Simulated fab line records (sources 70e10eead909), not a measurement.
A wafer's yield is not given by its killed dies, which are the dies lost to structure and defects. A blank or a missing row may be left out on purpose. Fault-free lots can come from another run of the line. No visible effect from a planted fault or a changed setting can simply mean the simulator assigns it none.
Tool commonality check ; flow nand harc ; Sampled: 13 lots, 39 wafers

REASON IT WAS OPENED
At NHARC_P_ZERO_WELL_CD_MEAS_37 the reading cd nm is flagged on 1 of 13 lots. Wafers without a fault read 718.4 nm, standard deviation 1.8.
Rule: a lot is flagged in two cases, either no wafer of it has a number, or all its wafers with numbers fall more than 4 standard deviations from that mean. The other lots count as sound.

lot;measured;on;cd nm (nm), wafer by wafer;flag
L663;day 2 00:05;cd sem-01;720.2 716.2 717.7;
L664;day 2 09:59;cd sem-01;718.6 716.9 718.3;
L665;day 2 19:58;cd sem-01;717.7 717.4 717.5;
L666;day 3 06:07;cd sem-02;720.2 717.3 718.8;
L667;day 3 16:19;cd sem-01;720.7 720.6 719.0;
L671;day 5 08:15;cd sem-02;698.6 695.7 697.5;FLAGGED
L680;day 9 02:07;cd sem-03;720.6 719.3 720.3;
L681;day 9 11:58;cd sem-01;719.0 717.8 716.2;
L682;day 9 22:05;cd sem-01;717.3 717.6 719.2;
L683;day 10 09:34;cd sem-03;718.4 719.0 721.5;
L684;day 10 18:06;cd sem-02;718.9 718.3 721.6;
L685;day 11 04:05;cd sem-03;722.7 718.1 719.1;
L686;day 11 14:06;cd sem-02;719.4 717.6 716.2;
Average over the flagged lots: 697.3 nm; offset from the usual -21.1 nm, equal to -12 standard deviations.

WHICH TOOL RAN EACH LOT
The record keeps 1 process step preceding the reading, out of 1302 steps on the route. Each cell gives the tool, then ch followed by the chambers the sampled wafers passed through, then the start.
lot;flag;NHARC_P_ZERO_WELL_EXPOSE_34
L663;;krf scanner-03 ch 0, day 1 23:56
L664;;krf scanner-04 ch 0, day 2 09:50
L665;;krf scanner-04 ch 0, day 2 19:49
L666;;krf scanner-02 ch 0, day 3 05:58
L667;;krf scanner-04 ch 0, day 3 16:10
L671;FLAGGED;krf scanner-04 ch 0, day 5 08:06
L680;;krf scanner-04 ch 0, day 9 01:58
L681;;krf scanner-03 ch 0, day 9 11:49
L682;;krf scanner-02 ch 0, day 9 21:57
L683;;krf scanner-04 ch 0, day 10 09:25
L684;;krf scanner-03 ch 0, day 10 17:56
L685;;krf scanner-02 ch 0, day 11 03:56
L686;;krf scanner-02 ch 0, day 11 13:57
What these steps do:
- NHARC_P_ZERO_WELL_EXPOSE_34: exposes mask P PWELL, target cd 720 nm.
- NHARC_P_ZERO_WELL_CD_MEAS_37: target cd 720 nm.

FLAGGED AGAINST TOTAL, ONE TOOL AT A TIME (gauges that did the reading follow at the end)
step;tool;lots run;flagged;share of the flagged lots;sound lots run after its first flagged lot
NHARC_P_ZERO_WELL_EXPOSE_34;krf scanner-02;4;0;none;-
NHARC_P_ZERO_WELL_EXPOSE_34;krf scanner-03;3;0;none;-
NHARC_P_ZERO_WELL_EXPOSE_34;krf scanner-04;6;1;all;2 (L680,L683)
NHARC_P_ZERO_WELL_CD_MEAS_37;cd sem-01;6;0;none;-
NHARC_P_ZERO_WELL_CD_MEAS_37;cd sem-02;4;1;all;2 (L684,L686)
NHARC_P_ZERO_WELL_CD_MEAS_37;cd sem-03;3;0;none;-

WHAT THE TABLE ALLOWS
Every flagged lot went through 2 rows of the table: krf scanner-04 at NHARC_P_ZERO_WELL_EXPOSE_34 and cd sem-02 at NHARC_P_ZERO_WELL_CD_MEAS_37.
- krf scanner-04 at NHARC_P_ZERO_WELL_EXPOSE_34 ran 6 lots, 1 of them flagged. Sound lots ran on it after the first flagged one (L680, L683), which a lasting fault on the whole tool wouldn't allow.
- cd sem-02 at NHARC_P_ZERO_WELL_CD_MEAS_37 ran 4 lots, 1 of them flagged. Sound lots ran on it after the first flagged one (L684, L686), which a lasting fault on the whole tool wouldn't allow.
No row of the table ran every flagged lot and no sound lot after the first.

WHAT HAD BEEN PUT IN BY THE SIMULATOR
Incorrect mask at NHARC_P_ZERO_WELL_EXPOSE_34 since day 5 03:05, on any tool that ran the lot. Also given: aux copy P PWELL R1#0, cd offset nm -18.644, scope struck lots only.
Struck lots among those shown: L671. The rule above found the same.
